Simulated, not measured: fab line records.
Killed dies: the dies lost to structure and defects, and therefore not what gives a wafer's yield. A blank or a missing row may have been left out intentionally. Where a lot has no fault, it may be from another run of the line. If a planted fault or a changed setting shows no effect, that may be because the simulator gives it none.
fab line records	flow n5-finfet	part 1 of 2: steps 1 to 39 of 43
record lots=6	wafers=18	last-day=17
route steps=1938 shown SD_EPI_P@309 SD_ACTIVATION@330 ILD0@335 SDB@347 MOL_CONTACT_COAG@538 BEOL_M4@1111
lots with no fault: from the same line, run without faults
start-h: hours from the record's first day to the start of the lot's first wafer shown	wait-h: time in hours since the lot's previous step	" repeats the value in the row above	L1.1+2: several wafers, shown together as one row	- no value present, or no start provided	* or withheld: withheld	< > ~ a bound
route shown NAME@n: NAME is a module with steps in the file, n the number in the route of the first one	usual: mean and standard deviation over wafers with no fault	same: alike in all rows	chamber/n: place in a boat	sites: readings site by site	_std_site: how widely they spread, as a standard deviation	_edge_site: the outer-site mean with the inner-site mean subtracted	radius-mm: how far each site lies from the wafer's centre	mask NAME#n: copy n	behind: tool/chamber where the wafer was last shaped	hold: what put the lot on hold/how long, in hours/how the hold closed	device: whichever transistor did not switch (one of n, p or np)	end of line: the route-end tests of the same wafers	step lacking rows: just its recipe	killed: the dies lost at the first sort to structure and to defects; this is not the yield of the wafer	map: a wafer's dies, x killed, . not, _ none there
set.NAME: the setting that was run; set.NAME@STEP: the one run at that earlier step	model.NAME: the simulator's own value behind a step, which no gauge read
lots at selected steps of the route; one table per step, one row per wafer
services: a tool's chamber out of use, with start hour (start-h, from the record's first day; less than 0 if before it), hours out, and reason
## steps
# step N5_SD_EPI_P_STRIP_38
# recipe chemistry=N2/H2	temp-c=40	n2-flow-sccm=200	h2-flow-sccm=200	rf-frequency-hz=6e+07
# step N5_SD_EPI_P_ETCHBACK_46
# recipe chemistry=CH3F/O2	mode=anisotropic-etchback	target=SiNx	target-depth-a=175	stop-on=SiO2	over-etch-frac=0.3	ion-energy-ev=120	pressure-mtorr=30	source-w=395	bias-w=73	Ar_flow_sccm=150	CH3F_flow_sccm=30	O2_flow_sccm=20
# usual O2_flow_sccm=20.00/0.058	drypump-motor-current-A=5.8/0.52	mfc-ar-sccm=150.0/0.45	oes-product-au=0.71/0.076	rf-vpp-V=298.5/2.2	showerhead-plenum-p-Torr=2.04/0.061	throttle-valve-pct=16.25/0.25
lot.wafer	tool	chamber	start-h	wait-h	O2_flow_sccm	drypump-motor-current-A	mfc-ar-sccm	oes-product-au	rf-hours-counter-h	rf-vpp-V	showerhead-plenum-p-Torr	throttle-valve-pct
L350.1	rie-diel-03	0	59.22	0.0	19.97	5.7	149.6	0.59	241	301.5	1.98	16.21
L350.5	"	1	"	"	20.04	6.6	148.7	0.65	-	298.1	2.08	16.36
L350.6	"	0	"	"	20.02	5.6	149.6	0.60	-	301.3	1.98	16.23
L351.2	rie-diel-03	2	61.30	0.0	20.00	6.4	149.5	0.84	2	296.6	2.13	16.08
L351.3	"	0	"	"	19.99	5.6	150.3	0.59	241	300.0	1.98	16.22
L351.6	"	2	"	"	19.91	6.4	149.8	0.83	-	295.5	2.13	16.08
L363.4	rie-diel-01	2	133.88	0.0	20.06	4.9	150.0	0.71	65	298.6	1.94	16.01
L363.5	"	2	"	"	19.93	4.8	150.0	0.72	-	297.8	1.94	16.01
L363.6	"	3	"	"	20.05	5.5	150.0	0.77	-	303.5	2.05	16.22
L365.2	rie-diel-02	3	144.87	0.0	20.00	4.9	150.4	0.59	225	298.3	2.06	16.53
L365.3	"	1	"	"	20.01	5.8	150.4	0.59	230	297.6	1.98	16.81
L365.5	"	1	"	"	19.95	5.8	149.6	0.60	-	296.3	1.98	16.81
L368.1	rie-diel-01	1	166.77	0.0	19.95	5.7	149.6	0.67	132	298.6	2.01	16.26
L368.3	"	3	"	"	19.93	5.5	150.3	0.77	32	302.4	2.04	16.22
L368.6	"	3	"	"	19.91	5.6	149.9	0.77	-	304.2	2.04	16.22
L373.1	rie-diel-03	3	192.07	0.0	19.99	5.7	150.9	0.77	28	299.3	2.04	16.17
L373.2	"	1	"	"	20.10	6.6	150.5	0.62	204	298.4	2.06	16.43
L373.5	"	0	"	"	20.05	5.6	150.0	0.80	-	301.6	1.96	15.82
# step N5_SD_EPI_P_ETCH_47
# recipe chemistry=CH3F/O2	target=SiOCN	target-depth-a=250	mask-material=SOC	ion-energy-ev=60	bias-w=29	pressure-mtorr=30	source-w=410	Ar_flow_sccm=150	CH3F_flow_sccm=30	O2_flow_sccm=20
# usual O2_flow_sccm=19.99/0.057	drypump-motor-current-A=5.8/0.51	mfc-ar-sccm=150.0/0.44	oes-product-au=0.83/0.094	rf-vpp-V=127.9/1	showerhead-plenum-p-Torr=2.04/0.061	throttle-valve-pct=16.22/0.25
lot.wafer	tool	chamber	start-h	wait-h	O2_flow_sccm	drypump-motor-current-A	mfc-ar-sccm	oes-product-au	rf-hours-counter-h	rf-vpp-V	showerhead-plenum-p-Torr	throttle-valve-pct
L350.1	rie-diel-03	0	59.32	0.1	20.06	5.6	150.4	0.69	241	128.7	1.98	16.21
L350.5	"	1	"	"	20.03	6.6	149.6	0.76	-	127.6	2.08	16.32
L350.6	"	0	"	"	20.04	5.7	149.9	0.69	-	129.8	1.98	16.20
L351.2	rie-diel-03	2	61.40	0.1	19.94	6.4	150.5	0.97	2	127.1	2.13	16.04
L351.3	"	0	"	"	20.06	5.7	149.7	0.69	241	128.5	1.98	16.20
L351.6	"	2	"	"	19.88	6.4	150.3	0.97	-	127.1	2.13	16.04
L363.4	rie-diel-01	2	133.98	0.1	19.94	4.9	150.3	0.85	65	128.4	1.94	15.99
L363.5	"	2	"	"	19.95	4.8	150.2	0.85	-	127.8	1.94	15.99
L363.6	"	3	"	"	19.94	5.5	150.0	0.91	-	129.9	2.05	16.18
L365.2	rie-diel-02	3	144.97	0.1	20.06	4.9	150.3	0.69	225	129.3	2.06	16.50
L365.3	"	1	"	"	19.99	5.8	150.8	0.70	230	127.7	1.98	16.81
L365.5	"	1	"	"	19.90	5.8	150.1	0.69	-	128.0	1.98	16.80
L368.1	rie-diel-01	1	166.87	0.1	19.97	5.7	150.5	0.79	132	128.0	2.01	16.24
L368.3	"	3	"	"	19.94	5.5	150.8	0.90	32	127.4	2.04	16.20
L368.6	"	3	"	"	20.00	5.5	150.2	0.89	-	128.7	2.04	16.17
L373.1	rie-diel-03	3	192.17	0.1	19.92	5.7	150.1	0.90	28	127.6	2.04	16.15
L373.2	"	1	"	"	19.95	6.6	149.8	0.72	204	127.7	2.06	16.42
L373.5	"	0	"	"	20.00	5.6	149.4	0.92	-	130.2	1.96	15.80
# step N5_SD_EPI_P_ETCH_16
# recipe chemistry=CHF3/O2	target=SiO2	target-depth-a=50	mask-material=SOC	pressure-mtorr=30	source-w=650	bias-w=170	Ar_flow_sccm=200	CHF3_flow_sccm=50	O2_flow_sccm=5	ion-energy-ev=200
# step N5_SD_EPI_P_STRIP_50
# recipe chemistry=CHF3/O2	resist=SiARC	rf-frequency-hz=6e+07
# step N5_SD_EPI_P_SD_RECESS_17
# recipe chemistry=HBr/Cl2/O2	target-depth-a=391	bt-time-s=3	pressure-mtorr=10	icp-w=800	bias-w=112	HBr_flow_sccm=150	Cl2_flow_sccm=80	O2_flow_sccm=12
# usual O2_flow_sccm=12.00/0.037	drypump-motor-current-A=5.7/0.55	oes-product-au=1.008/0.017	throttle-valve-pct=36.95/0.21
lot.wafer	tool	chamber	start-h	wait-h	O2_flow_sccm	drypump-motor-current-A	oes-product-au	rf-hours-counter-h	throttle-valve-pct
L350.1	rie-si-02	3	59.49	0.0	11.97	4.9	0.963	107	36.92
L350.5	"	1	"	"	12.05	4.9	1.011	-	37.17
L350.6	"	2	"	"	11.98	6.6	1.022	-	37.26
L351.2	rie-si-01	1	61.58	0.0	12.02	5.9	1.002	155	36.91
L351.3	"	3	"	"	11.94	5.6	1.029	119	36.87
L351.6	"	2	"	"	11.97	5.3	1.004	-	37.08
L363.4	rie-si-04	1	134.15	0.0	11.99	6.2	1.024	57	36.97
L363.5	"	0	"	"	12.01	5.5	1.031	-	36.79
L363.6	"	1	"	"	12.04	6.2	1.024	-	36.96
L365.2	rie-si-01	3	145.14	0.0	12.00	5.6	1.039	120	36.90
L365.3	"	1	"	"	12.00	5.8	0.998	156	36.93
L365.5	"	0	"	"	12.05	6.4	0.996	-	36.52
L368.1	rie-si-01	1	167.04	0.0	12.03	5.9	1.000	157	36.93
L368.3	"	0	"	"	11.97	6.4	0.990	137	36.51
L368.6	"	1	"	"	11.97	5.8	0.995	-	36.92
L373.1	rie-si-01	3	192.34	0.0	12.00	5.6	1.030	121	36.90
L373.2	"	1	"	"	12.02	5.8	0.997	157	36.92
L373.5	"	1	"	"	12.02	5.9	0.988	-	36.91
# step N5_SD_EPI_P_WET_ETCH_45
# recipe chemistry=dHF	dilution=withheld	time-s=10.7	target=SiO2	target-depth-a=20	temp-c=25	dry=ipa-marangoni	rinse-time-s=30	rinse-temp-c=23
# step N5_SD_EPI_P_STRIP_40
# recipe chemistry=N2/H2	power-w=1000	temp-c=250	h2-frac=0.65	overash-fraction=0.3	pressure-mtorr=withheld	n2-flow-sccm=1750	h2-flow-sccm=3250
# step N5_SD_EPI_P_PRECLEAN_52
# recipe chemistry=O3/DIW	time-s=60	temp-c=22	o3-ppm=10
# step N5_SD_EPI_P_SRD_20
# recipe dry=ipa-marangoni	do-ppb=5	time-s=30	temp-c=23	rinse-liquid=diw
# step N5_SD_EPI_P_PRECLEAN_51
# recipe chemistry=NF3:NH3	afs-cycles=1	temp-c=30	time-s=20	sublimation-temp-c=180	sublimation-time-s=60	pressure-torr=3	rf-power-w=30
# step N5_SD_EPI_P_VAPOR_ETCH_44
# recipe chemistry=NF3/Ar	target=SiGe30	temp-c=25	time-s=3.3	mode=isotropic
# step N5_SD_EPI_P_EPI_21
# recipe material=SiGe:B	dopant=B	temp-c=550	pressure-torr=20	ambient=H2	time-s=355
# usual epi-growth-time-s=355/0
lot.wafer	tool	chamber	start-h	wait-h	epi-growth-time-s	model.SiGe-B_of_SD_EPI_P_EPI_21.thk-nm
L350.1	epi-rpcvd-04	0	60.16	0.1	355	61.4
L350.5	"	0	61.60	1.5	355	60.8
L350.6	"	0	"	"	355	61.2
L351.2	epi-rpcvd-03	0	62.61	0.5	355	60.4
L351.3	"	0	"	"	355	59.4
L351.6	"	0	64.05	1.8	355	60.6
L363.4	epi-rpcvd-03	0	135.90	1.1	672.78	92.4
L363.5	"	0	"	"	672.78	91.4
L363.6	"	0	"	"	672.78	91.6
L365.2	epi-rpcvd-03	0	146.17	0.5	672.78	90.2
L365.3	"	0	"	"	672.78	92.6
L365.5	"	0	"	"	672.78	91.6
L368.1	epi-rpcvd-01	0	167.70	0.1	355	61
L368.3	"	0	"	"	355	60.4
L368.6	"	0	169.50	1.8	355	60.6
L373.1	epi-rpcvd-01	0	193.00	0.1	355	60.8
L373.2	"	0	"	"	355	60.2
L373.5	"	0	194.44	1.5	355	60.8
# step N5_SD_EPI_P_EPI_MEAS_23
# recipe mode=xrd
# usual thk-nm=60.8/1.2
lot.wafer	tool	chamber	start-h	wait-h	thk-nm
L350.1	film-metro-02	-	62.37	1.9	60.8
L350.5	"	-	"	"	61.0
L350.6	"	-	"	"	61.3
L351.2	film-metro-02	-	64.47	1.5	59.5
L351.3	"	-	"	"	59.1
L351.6	"	-	"	"	59.7
L363.4	film-metro-01	-	137.02	0.8	91.6
L363.5	"	-	"	"	92.6
L363.6	"	-	"	"	92.1
L365.2	film-metro-02	-	148.01	1.5	90.8
L365.3	"	-	"	"	92.9
L365.5	"	-	"	"	91.9
L368.1	film-metro-01	-	169.90	1.8	60.0
L368.3	"	-	"	"	60.9
L368.6	"	-	"	"	60.0
L373.1	film-metro-02	-	195.49	2.1	62.1
L373.2	"	-	"	"	57.9
L373.5	"	-	"	"	60.6
# step N5_SD_EPI_P_HM_STRIP_48
# recipe chemistry=H3PO4	temp-c=160	material=SiNx	target=SiNx	target-depth-a=30	overetch-fraction=0.3
# step N5_SD_EPI_P_SRD_49
# recipe dry=ipa-marangoni	time-s=30	temp-c=23	rinse-liquid=diw
# step N5_SD_EPI_P_PRECLEAN_24
# recipe chemistry=O3/DIW	time-s=45	temp-c=22	o3-ppm=10
# step N5_SD_EPI_P_PRECLEAN_32
# recipe chemistry=dHF	time-s=10	dilution=500:1	temp-c=25
# step N5_SD_EPI_P_PRECLEAN_33
# recipe chemistry=SC2	time-s=45	temp-c=35	mix=1:1:50
# step N5_SD_EPI_P_SRD_25
# recipe time-s=30	temp-c=23	rinse-liquid=diw	dry=ipa-marangoni
# step N5_SD_EPI_P_INSPECT_26
# recipe inspect-instrument=darkfield	mode=post-epi
# usual raw-defect-count=183/40
lot.wafer	tool	chamber	start-h	wait-h	raw-defect-count
L350.1	defect-inspect-02	-	62.54	0.0	157
L350.5	"	-	"	"	208
L350.6	"	-	"	"	139
L351.2	defect-inspect-01	-	64.68	0.0	230
L351.3	"	-	"	"	171
L351.6	"	-	"	"	107
L363.4	defect-inspect-02	-	137.19	0.0	176
L363.5	"	-	"	"	156
L363.6	"	-	"	"	175
L365.2	defect-inspect-02	-	148.19	0.0	220
L365.3	"	-	"	"	158
L365.5	"	-	"	"	193
L368.1	defect-inspect-02	-	170.19	0.0	220
L368.3	"	-	"	"	203
L368.6	"	-	"	"	183
L373.1	defect-inspect-01	-	195.66	0.0	204
L373.2	"	-	"	"	237
L373.5	"	-	"	"	244
# step N5_SD_ACTIVATION_RTA_00
# recipe temp-c=975	time-s=0	ambient=N2	idle-temp-c=600	ramp-up-c-per-s=150	ramp-down-c-per-s=60	cool-to-c=600
# step N5_SD_ACTIVATION_LSA_01
# recipe temp-c=1080	time-s=0.0008	ambient=N2
# step N5_SD_ACTIVATION_RS_MEAS_03
# recipe thk-meas-gauge=four-point-probe
# usual RS_SD_N=21.88/0.29	RS_SD_P=56.3/0.88
lot.wafer	tool	chamber	start-h	wait-h	RS_SD_N[ohm/sq]	RS_SD_P[ohm/sq]
L350.1	film-metro-02	-	63.04	0.2	21.61	56.2
L350.5	"	-	"	"	21.37	57.1
L350.6	"	-	"	"	21.43	56.8
L351.2	film-metro-02	-	65.34	0.2	22.56	56.2
L351.3	"	-	"	"	22.08	57.1
L351.6	"	-	"	"	22.28	56.6
L363.4	film-metro-01	-	137.72	0.2	21.85	38.1
L363.5	"	-	"	"	22.14	38.4
L363.6	"	-	"	"	22.13	38.1
L365.2	film-metro-02	-	148.66	0.2	21.66	37.6
L365.3	"	-	"	"	21.57	36.5
L365.5	"	-	"	"	21.89	36.7
L368.1	film-metro-01	-	170.91	0.2	22.03	55.6
L368.3	"	-	"	"	21.91	55.7
L368.6	"	-	"	"	22.11	55.8
L373.1	film-metro-02	-	196.11	0.2	22.23	56.2
L373.2	"	-	"	"	21.92	56.9
L373.5	"	-	"	"	21.89	56.0
# step N5_SD_ACTIVATION_INSPECT_02
# recipe inspect-instrument=darkfield	mode=post-anneal
# usual raw-defect-count=184/40
lot.wafer	tool	chamber	start-h	wait-h	raw-defect-count
L350.1	defect-inspect-01	-	63.36	0.2	153
L350.5	"	-	"	"	191
L350.6	"	-	"	"	137
L351.2	defect-inspect-01	-	65.64	0.1	224
L351.3	"	-	"	"	174
L351.6	"	-	"	"	119
L363.4	defect-inspect-01	-	137.98	0.1	171
L363.5	"	-	"	"	166
L363.6	"	-	"	"	186
L365.2	defect-inspect-01	-	148.97	0.1	215
L365.3	"	-	"	"	159
L365.5	"	-	"	"	194
L368.1	defect-inspect-02	-	171.23	0.2	231
L368.3	"	-	"	"	186
L368.6	"	-	"	"	177
L373.1	defect-inspect-02	-	196.43	0.2	194
L373.2	"	-	"	"	230
L373.5	"	-	"	"	261
# step N5_ILD0_LINER_00
# recipe material=SiNx	target-thk-a=40	temp-c=400	ald-precursor-family=SiH2I2	ald-co-reactant=N2/H2-plasma	pulse-time-s=1	purge-time-s=2	co-reactant-purge-time-s=2	ald-cycles=80	pressure-torr=2
# step N5_ILD0_FCVD_FILL_01
# recipe material=SiO2_flowable	target-thk-a=2000	temp-c=100	pressure-torr=0.8	rf-w=2000	time-s=328.3
# step N5_ILD0_CURE_02
# recipe temp-c=450	time-s=1800	ambient=steam	idle-temp-c=400	ramp-up-c-per-min=5	ramp-down-c-per-min=3	densification-p-h2o-torr=640
# step N5_ILD0_CMP_03
# recipe stop-on=SiNx	t-overpolish-s=1.9	post-cmp-clean=alkaline-brush	down-force-psi=4.1491	platen-rpm=51.796	pad-velocity-m-s=1.0306	target-thk-nm=197.38
# step N5_ILD0_THK_MEAS_04
# usual thk-nm=197.6/0.96
lot.wafer	tool	chamber	start-h	wait-h	thk-nm
L350.1	film-metro-02	-	67.02	-	196.8
L350.5	"	-	"	"	197.3
L350.6	"	-	"	"	196.2
L351.2	film-metro-02	-	68.39	-	198.4
L351.3	"	-	"	"	198.0
L351.6	"	-	"	"	198.6
L363.4	film-metro-02	-	140.68	-	198.1
L363.5	"	-	"	"	199.1
L363.6	"	-	"	"	199.3
L365.2	film-metro-02	-	151.68	-	196.5
L365.3	"	-	"	"	196.1
L365.5	"	-	"	"	197.4
L368.1	film-metro-02	-	173.93	-	198.2
L368.3	"	-	"	"	197.8
L368.6	"	-	"	"	196.9
L373.1	film-metro-02	-	199.23	-	195.2
L373.2	"	-	"	"	197.6
L373.5	"	-	"	"	197.6
# step N5_ILD0_CMP_07
# recipe stop-on=poly-Si	material=SiO2_flowable	t-overpolish-s=1.18	post-cmp-clean=alkaline-brush	down-force-psi=4.1491	platen-rpm=51.796	pad-velocity-m-s=1.0306	target-thk-nm=138.88
# usual motor-current-A=12.9/1.4
# same t-overpolish-s=1.18
lot.wafer	tool	chamber	start-h	wait-h	motor-current-A
L350.1	cmp-04	2	67.13	0.1	13.9
L350.5	"	0	"	"	10.5
L350.6	"	1	"	"	14.4
L351.2	cmp-02	0	68.42	0.0	10.4
L351.3	"	1	"	"	14.4
L351.6	"	1	"	"	14.9
L363.4	cmp-02	0	140.74	0.1	10.5
L363.5	"	3	"	"	11.5
L363.6	"	0	"	"	10.4
L365.3	cmp-03	1	151.78	0.1	14.3
L365.2	"	2	"	"	13.8
L365.5	"	0	"	"	13.1
L368.1	cmp-03	0	174.03	0.1	11.6
L368.3	"	1	"	"	14.3
L368.6	"	3	"	"	13.1
L373.1	cmp-04	3	199.34	0.1	13.2
L373.2	"	0	"	"	11.1
L373.5	"	2	"	"	14.2
# step N5_ILD0_THK_MEAS_08
# usual thk-nm=138.9/1
lot.wafer	tool	chamber	start-h	wait-h	thk-nm
L350.1	film-metro-02	-	67.34	-	140.3
L350.5	"	-	"	"	140.0
L350.6	"	-	"	"	139.5
L351.2	film-metro-02	-	68.71	-	137.8
L351.3	"	-	"	"	138.7
L351.6	"	-	"	"	138.9
L363.4	film-metro-02	-	141.00	-	137.9
L363.5	"	-	"	"	139.2
L363.6	"	-	"	"	139.3
L365.2	film-metro-02	-	152.00	-	139.9
L365.3	"	-	"	"	139.0
L365.5	"	-	"	"	140.2
L368.1	film-metro-02	-	174.25	-	139.0
L368.3	"	-	"	"	137.4
L368.6	"	-	"	"	138.3
L373.1	film-metro-02	-	199.55	-	137.5
L373.2	"	-	"	"	137.3
L373.5	"	-	"	"	137.2
# step N5_ILD0_PRECLEAN_10
# recipe chemistry=NF3:NH3	afs-cycles=5	time-s=20	temp-c=30	sublimation-temp-c=180	sublimation-time-s=60	pressure-torr=3	rf-power-w=30
# step N5_ILD0_ALD_15
# recipe material=SiNx	target-thk-a=240	temp-c=400	ald-precursor-family=SiH2I2	ald-co-reactant=N2/H2-plasma	pulse-time-s=1	ald-cycles=480	purge-time-s=2	co-reactant-purge-time-s=2	pressure-torr=2
# step N5_ILD0_CMP_12
# recipe stop-on=poly-Si	material=SiNx	t-overpolish-s=6	post-cmp-clean=alkaline-brush	down-force-psi=2.5	platen-rpm=51.8	pad-velocity-m-s=1.0307	target-thk-nm=17.67
# usual motor-current-A=9.4/1	overpolish-run-s=6.001/0.0087	time-to-endpoint-s=29.0/2.3
# same t-overpolish-s=6
lot.wafer	tool	chamber	start-h	wait-h	motor-current-A	overpolish-run-s	time-to-endpoint-s
L350.1	cmp-02	1	70.30	1.2	10.1	6.005	27.9
L350.5	"	0	"	"	7.9	5.995	27.0
L350.6	"	1	"	"	10.4	6.007	25.6
L351.3	cmp-04	2	71.67	1.2	10.5	6.002	29.2
L351.2	"	3	"	"	10.0	6.024	26.5
L351.6	"	1	"	"	11.1	6.001	26.7
L363.4	cmp-03	2	143.95	1.2	10.3	5.990	31.1
L363.5	"	1	"	"	10.0	5.993	29.9
L363.6	"	2	"	"	9.9	6.005	31.5
L365.3	cmp-02	2	154.95	1.2	8.9	5.990	32.4
L365.2	"	3	"	"	9.0	5.998	31.1
L365.5	"	1	"	"	11.1	6.003	31.7
L368.1	cmp-04	3	177.17	1.1	9.5	6.006	27.5
L368.3	"	0	"	"	8.3	6.008	27.0
L368.6	"	0	"	"	7.8	5.987	23.4
L373.1	cmp-02	3	202.47	1.1	8.3	6.001	24.2
L373.2	"	2	"	"	9.3	5.998	28.4
L373.5	"	3	"	"	8.6	5.994	27.6
# step N5_ILD0_THK_MEAS_13
# usual thk-nm=17.7/0.96
lot.wafer	tool	chamber	start-h	wait-h	thk-nm
L350.1	film-metro-02	-	70.56	-	18.0
L350.5	"	-	"	"	18.6
L350.6	"	-	"	"	17.0
L351.2	film-metro-02	-	72.20	-	17.3
L351.3	"	-	"	"	18.0
L351.6	"	-	"	"	17.7
L363.4	film-metro-01	-	144.21	-	19.1
L363.5	"	-	"	"	18.1
L363.6	"	-	"	"	18.5
L365.2	film-metro-01	-	155.21	-	17.8
L365.3	"	-	"	"	17.2
L365.5	"	-	"	"	18.1
L368.1	film-metro-02	-	177.46	-	16.9
L368.3	"	-	"	"	16.0
L368.6	"	-	"	"	16.7
L373.1	film-metro-02	-	202.77	-	16.9
L373.2	"	-	"	"	16.8
L373.5	"	-	"	"	16.0
# step N5_ILD0_INSPECT_06
# recipe inspect-instrument=darkfield	mode=post-cmp
# usual raw-defect-count=35/17
lot.wafer	tool	chamber	start-h	wait-h	raw-defect-count
L350.1	defect-inspect-01	-	70.58	0.0	30
L350.5	"	-	"	"	49
L350.6	"	-	"	"	75
L351.2	defect-inspect-02	-	72.23	0.0	21
L351.3	"	-	"	"	29
L351.6	"	-	"	"	45
L363.4	defect-inspect-01	-	144.24	0.0	22
L363.5	"	-	"	"	42
L363.6	"	-	"	"	40
L365.2	defect-inspect-01	-	155.24	0.0	107
L365.3	"	-	"	"	39
L365.5	"	-	"	"	92
L368.1	defect-inspect-02	-	177.49	0.0	15
L368.3	"	-	"	"	29
L368.6	"	-	"	"	15
L373.1	defect-inspect-01	-	202.79	0.0	40
L373.2	"	-	"	"	49
L373.5	"	-	"	"	31
# step N5_SDB_HM_DEP_00
# recipe material=SiNx	target-thk-a=400	temp-c=400	precursor=SiH4/NH3/N2	pressure-torr=1.5	rf-w=300	time-s=35.3
# step N5_SDB_COAT_03
# recipe resist=SOC	temp-c=250	time-s=60	spin-rpm=1500	resist-thk-nm=100
## key
first-sign step=N5_SD_EPI_P_EPI_21	reading=epi-growth-time-s	direction=up	sigmas=99+	usual=*	struck=*
effect step=N5_SD_EPI_P_EPI_MEAS_23	reading=thk-nm	direction=up	sigmas=26	usual=*	struck=*
effect step=N5_SD_ACTIVATION_RS_MEAS_03	reading=RS_SD_P	direction=down	sigmas=21	usual=56.3	struck=37.6
effect step=N5_BEOL_M4_RC_MEAS_101	reading=RS_SD_P	direction=down	sigmas=25	usual=66.0	struck=43.9
effect step=N5_BEOL_M4_RC_MEAS_101	reading=VT_P_LVT	direction=up	sigmas=3.3	usual=-98.6	struck=-90.8
effect step=N5_BEOL_M4_RC_MEAS_101	reading=ION_P	direction=up	sigmas=3.2	usual=463	struck=481
effect step=N5_BEOL_M4_RC_MEAS_101	reading=VT_P	direction=up	sigmas=2.7	usual=-250.1	struck=-243.0	wafers-moved=3
effect step=N5_BEOL_M4_RC_MEAS_101	reading=IOFF_P	direction=up	sigmas=2.1	usual=0.211	struck=0.268
model-effect step=N5_SD_EPI_P_EPI_21	value=SiGe-B_of_SD_EPI_P_EPI_21.thk-nm	without=60.97	struck=91.63
model-effect step=N5_MOL_CONTACT_COAG_ETCH_110	value=SiGe-B_of_SD_EPI_P_EPI_21.thk-nm	without=58.03	struck=87.23
met-at N5_SD_EPI_P_EPI_21
struck-wafers L363.4,L363.5,L363.6,L365.2,L365.3,L365.5
sort-left-out L363.4,L363.5,L363.6,L365.2,L365.3,L365.5
onset-between 62.61 135.90
fault kind=process-parameter-drift	tool=epi-rpcvd-03	chamber=-	onset-h=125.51	steps=N5_SD_EPI_P_EPI_21	channel=epi-growth-time-s	offset=*	shape=step	end-h=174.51	acts-in=*	stated=*
# sort-left-out: the simulated sort isn't trusted on such a fault, so these wafers' sort isn't shown, and their yield isn't known
